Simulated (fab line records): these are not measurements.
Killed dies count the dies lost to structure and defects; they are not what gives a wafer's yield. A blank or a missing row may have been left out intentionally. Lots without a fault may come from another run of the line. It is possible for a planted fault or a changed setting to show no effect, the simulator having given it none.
Split-lot experiment -- flow n5-finfet -- on a route of 1938 steps: 7 lots, 21 wafers read

## THE SPLIT ITSELF
At N5_SD_EPI_N_EPI_21 (deposits Si:P, time 690 s), the setting time-s was moved away from the recipe's 690 s on 7 of the 21 wafers read, by -12.4% to +12.6%. The other wafers ran this setting at the recipe's value.

## FROM THE SPLIT TO THE READING: what the file shows between them, 6 steps
- N5_SD_EPI_N_EPI_MEAS_23
- N5_SD_EPI_N_PRECLEAN_24: cleans in O3/DIW, time 60 s
- N5_SD_EPI_P_COAT_34: time 60 s, resist thk 350 nm (also split here: temp-c)
- N5_SD_EPI_P_COAT_35: time 60 s, resist thk 35 nm
- N5_SD_EPI_P_COAT_03: resist thk 150 nm
- N5_SD_EPI_P_EPI_21: deposits SiGe:B, time 355 s

## THE READING
Si-P_of_SD_EPI_N_EPI_21.thk-nm (the simulator's own value, which no gauge read), in nm, at N5_SD_EPI_P_HM_STRIP_48 (strips SiNx in H3PO4, material SiNx, target depth 3 nm). No usual value for it is given in the file. Across the 14 wafers here that went through the recipe, the average is 58.4 nm and the standard deviation 0.74 nm.

wafer,"tool, chamber at the split","time-s as run, s",against the recipe,"Si-P_of_SD_EPI_N_EPI_21.thk-nm, nm",against lot-mates on the recipe
L075.1,"epi-rpcvd-04, 0",690,recipe,58.2,-
L075.2,"epi-rpcvd-04, 0",690,recipe,58,-
L075.5,"epi-rpcvd-04, 0",690,recipe,59.4,-
L080.2,"epi-rpcvd-02, 0",690,recipe,59.4,-
L080.5,"epi-rpcvd-02, 0",690,recipe,59.4,-
L080.6,"epi-rpcvd-02, 0",604.3,-12.4%,54.2,-5.2
L081.1,"epi-rpcvd-04, 0",648.3,-6.0%,55.6,-1.2
L081.3,"epi-rpcvd-04, 0",648.3,-6.0%,55.8,-1.0
L081.5,"epi-rpcvd-04, 0",690,recipe,56.8,-
L084.1,"epi-rpcvd-03, 0",690,recipe,57.4,-
L084.2,"epi-rpcvd-03, 0",776.8,+12.6%,63.4,+6.0
L084.3,"epi-rpcvd-03, 0",776.8,+12.6%,63.2,+5.8
L088.2,"epi-rpcvd-03, 0",690,recipe,58.6,-
L088.3,"epi-rpcvd-03, 0",690,recipe,58,-
L088.5,"epi-rpcvd-03, 0",690,recipe,58.2,-
L092.1,"epi-rpcvd-04, 0",690,recipe,58,-
L092.4,"epi-rpcvd-04, 0",742.9,+7.7%,61.4,+3.3
L092.5,"epi-rpcvd-04, 0",690,recipe,58.2,-
L096.1,"epi-rpcvd-02, 0",690,recipe,58.6,-
L096.2,"epi-rpcvd-02, 0",690,recipe,59,-
L096.3,"epi-rpcvd-02, 0",636.5,-7.8%,55.8,-3.0

THE FIT
A straight line over all 21 wafers: Si-P_of_SD_EPI_N_EPI_21.thk-nm changes by +0.379 nm for each +1% of time-s; r = +0.96; the points scatter about the line by 0.66 nm.
The same after taking each lot's own level away (the mean of its wafers on the recipe; 21 wafers): +0.415 nm for each +1%; r = +0.98; scatter 0.54 nm.
According to that fit, moving time-s by its largest amount changes the reading by 5.2 nm.
Across the lots, their own levels run from 56.80 to 59.40 nm, a range of 3.5 times the standard deviation given above.
Hence the lot-to-lot level has little effect on the slope; both slopes agree.
Check: with one of the wafers moved furthest among these (+12.6%) left out of the fit, the line predicts +5.2 nm for it against its lot-mates. It came out at +6 nm against them.

## ADDITIONAL SPLITS CARRIED BY THESE WAFERS
These wafers also went through other splits before the reading. Each is held against what the fit with the lots' levels taken away leaves over:
other split on the same wafers,wafers away from the commonest value,r with Si-P_of_SD_EPI_N_EPI_21.thk-nm (lot level and that fit taken away)
N5_WELL_APT_COAT_02 spin-rpm,7,+0.15
N5_WELL_APT_PEB_06 peb-time-s,4,-0.12
N5_WELL_APT_COAT_19 spin-rpm,7,+0.01
N5_FIN_SAQP_COAT_68 spin-rpm,7,+0.46
N5_FIN_CUT_COAT_18 spin-rpm,2,+0.04
N5_FIN_CUT_EXPOSE_05 dose-mj,4,+0.06
N5_SD_EPI_P_COAT_34 temp-c,3,-0.41

## THE WHOLE CHAIN: every reading that the file lists as answering this split, in the file's order
step,what it does,reading,change (the file's fit),r (the file's)
N5_SD_EPI_N_EPI_21,"deposits Si:P, time 690 s","Si-P_of_SD_EPI_N_EPI_21.thk-nm (the simulator's own value, which no gauge read)",+0.427 nm for each +1% of the setting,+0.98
N5_SD_EPI_N_EPI_MEAS_23,,thk-nm,withheld for each +1% of the setting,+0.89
N5_SD_EPI_N_PRECLEAN_24,"cleans in O3/DIW, time 60 s","Si-P_of_SD_EPI_N_EPI_21.thk-nm (the simulator's own value, which no gauge read)",+0.424 nm for each +1% of the setting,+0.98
N5_SD_EPI_P_HM_STRIP_48,"strips SiNx in H3PO4, material SiNx, target depth 3 nm","Si-P_of_SD_EPI_N_EPI_21.thk-nm (the simulator's own value, which no gauge read)",+0.415 nm for each +1% of the setting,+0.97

## FILE'S OWN FIT
Si-P_of_SD_EPI_N_EPI_21.thk-nm changes by +0.415 nm for each +1% of time-s, r = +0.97.
